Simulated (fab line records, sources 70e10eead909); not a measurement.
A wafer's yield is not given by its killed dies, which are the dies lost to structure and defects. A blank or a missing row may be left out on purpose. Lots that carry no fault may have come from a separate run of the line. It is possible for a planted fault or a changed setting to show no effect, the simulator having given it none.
Chamber matching | flow nand harc | NHARC_A_STAIRCASE_TRIM_220 on rie diel-12: 4 sister chambers
The step chemistry O2, time 211.2 s. 4 wafers are shown with their chamber, then 11 later ones without.

== WAFERS WITH THEIR CHAMBER ==
wafer  | chamber | drypump motor current A (A)
L092.3 | 0       | 6.6
L092.4 | 1       | 5.2
L092.5 | 2       | 6.1
L093.1 | 3       | 5.7

== WAFERS WHOSE CHAMBER IS MISSING ==
wafer  | drypump motor current A (A)
L093.2 | 6.6
L093.3 | 5.2
L094.2 | 5.1
L094.3 | 6.6
L094.5 | 6.1
L097.3 | 5.2
L097.5 | 5.7
L097.6 | 6.6
L096.2 | 6.1
L096.3 | 5.2
L096.6 | 5.7

== EACH ONE'S CHAMBER ==
wafer  | from the rows above | in truth
L093.2 | 0                   | 0
L093.3 | 1                   | 1
L094.2 | 1                   | 1
L094.3 | 0                   | 0
L094.5 | 2                   | 2
L097.3 | 1                   | 1
L097.5 | 3                   | 3
L097.6 | 0                   | 0
L096.2 | 2                   | 2
L096.3 | 1                   | 1
L096.6 | 3                   | 3
Correctly placed: 11 of 11. Can't be placed from these rows: 0. Wrongly placed: 0.
How it was worked out, from the rows above alone: a wafer's distance from a chamber is the root of the sum, over the readings, of the square of ((its reading less the chamber's mean) divided by the reading's scatter). The wafer belongs to the nearest chamber; if the next one is less than 2 further off, it can't be placed. A chamber's mean is the mean of its shown wafers. The scatter (one wafer shown for each chamber): square how far every hidden wafer sits from the nearest shown wafer, average those squares and take the square root.
